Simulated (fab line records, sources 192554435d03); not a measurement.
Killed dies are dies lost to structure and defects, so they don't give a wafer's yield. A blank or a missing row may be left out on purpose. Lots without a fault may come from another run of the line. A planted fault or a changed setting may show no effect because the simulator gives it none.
A struck lot beside a sound one | flow n5_finfet | 16 steps out of a route of 1938
Sound: wafers L816.1, L816.4, L816.5. Struck: wafer L815.1. (L815.3, L815.6 of the same lot were not struck and are left out.) The cause comes at the end.
At each step with rows: each side's tool, then ch and its chambers, then its first start. Under that, the readings that differ: sound wafers | struck wafers | difference of the means | sigmas: that difference in standard deviations of wafers without a fault.
alike: readings whose means differ by less than 2 such deviations, and words and numbers that are the same on both sides. not compared: withheld readings, readings that some wafer has no value for, bounds like >300 that may hide the same value, and numbers for which the record gives no deviation and whose values overlap.
The two part at a step that has a row with sigmas, a row that says differs or no value, or rows on one side only. Numbers that don't overlap but have no deviation are shown without sigmas and don't part them. A reading that every wafer of one side lacks parts them only if that side has two wafers or more.

N5_BEOL_M4_SPUTTER_90: material Cu, target thk 4.5 nm, time 8.29 s.
  sound on pvd_sputter-01, day 10 06:13; struck on pvd_sputter-03, day 10 15:19
  alike: chamber_pressure_pa, throttle_valve_pct
N5_BEOL_M4_ANNEAL_91: time 240 s.
  sound on pvd_sputter-01, day 10 06:22; struck on pvd_sputter-03, day 10 15:23
  alike: heater_power_w
then, 2 steps without rows for these wafers: N5_BEOL_M4_SPUTTER_92 (material Cu, target thk 4.5 nm, time 8.29 s); N5_BEOL_M4_ANNEAL_93 (time 240 s).
N5_BEOL_M4_SPUTTER_94: material Cu, target thk 4.5 nm, time 8.29 s.
  sound on pvd_sputter-01, day 10 07:05; struck on pvd_sputter-03, day 10 15:45
  alike: chamber_pressure_pa, throttle_valve_pct
N5_BEOL_M4_ANNEAL_95: time 240 s.
  sound on pvd_sputter-01, day 10 07:15; struck on pvd_sputter-03, day 10 15:50
  alike: heater_power_w
then, 4 steps without rows for these wafers: N5_BEOL_M4_SPUTTER_96 (material Cu, target thk 4.5 nm, time 8.29 s); N5_BEOL_M4_ECD_50 (material Cu, target thk 300 nm); N5_BEOL_M4_ANNEAL_51 (time 90 s); N5_BEOL_M4_CMP_52 (polishes, stops on SiOC, t overpolish 6.8 s, target thk 40 nm).
N5_BEOL_M4_THK_MEAS_53: measures by xrf.
  sound on film_metro-01, day 10 08:24; struck on film_metro-02, day 10 16:52
  alike: M4_THK
N5_BEOL_M4_PRE_CLEAN_60: time 15 s.
  sound on cvd_co-02 ch 0,1,2, day 10 08:26; struck on cvd_co-02 ch 2, day 10 16:57
  alike: heater_power_w
N5_BEOL_M4_CO_CAP_55: material Co, precursor CCTBA/H2, target thk 2 nm, time 102.1 s.
  sound on cvd_co-02 ch 0,1,2, day 10 08:28; struck on cvd_co-02 ch 2, day 10 16:59
  reading                                   | sound             | struck | difference | sigmas
  run_length_s (s)                          | 125.2 125.2 126.4 | 179.8  | +54.2      | +99 or more
  model.Co_of_BEOL_M4_CO_CAP_55.thk_nm (nm) | 2 1.8 1.8         | 3      | +1         |
  alike: heater_power_w
then, 1 step without rows for these wafers: N5_BEOL_M4_PRE_CLEAN_56 (time 15 s).
N5_BEOL_M4_RC_MEAS_101:
  sound on prober-01 ch 0, day 10 08:43; struck on prober-02 ch 0, day 10 17:13
  reading       | sound          | struck | difference | sigmas
  SS_N (mV/dec) | 71.4 71.6 70.9 | 72.4   | +1.1       | +2
  alike: DIBL_N, DIBL_P, IOFF_N, IOFF_P, ION_N, ION_P, SS_P, VT_N, VT_P
-- the record jumps here: 5 days lie between the struck wafers' starts before and after (it left off in module BEOL_M4 and takes up again in module PASSIVATION, whose first step shown is number 1936 of the route) --
N5_PASSIVATION_PROBE_49:
  sound on prober-01, day 14 16:16; struck on prober-02, day 15 07:29
  reading            | sound    | struck | difference | sigmas
  killed_at_M0_to_M3 | 32 49 49 | 20     | -23        | -2
  alike: defect_limited_yield, killed_at_M4_up, killed_at_contacts, killed_at_front_end, killed_at_other, killed_dies, killed_on_rim, killed_open, killed_short, sort_bin_5_function, sort_bin_6_memory, sort_n_pass, sort_yield_pct

WHERE THEY PART
First at N5_BEOL_M4_CO_CAP_55; last, within this record, at N5_PASSIVATION_PROBE_49.

WHY: what the simulator had put in
Process parameter drift: cvd_co-02, from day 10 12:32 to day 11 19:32, at N5_BEOL_M4_CO_CAP_55. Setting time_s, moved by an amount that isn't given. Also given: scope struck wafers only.
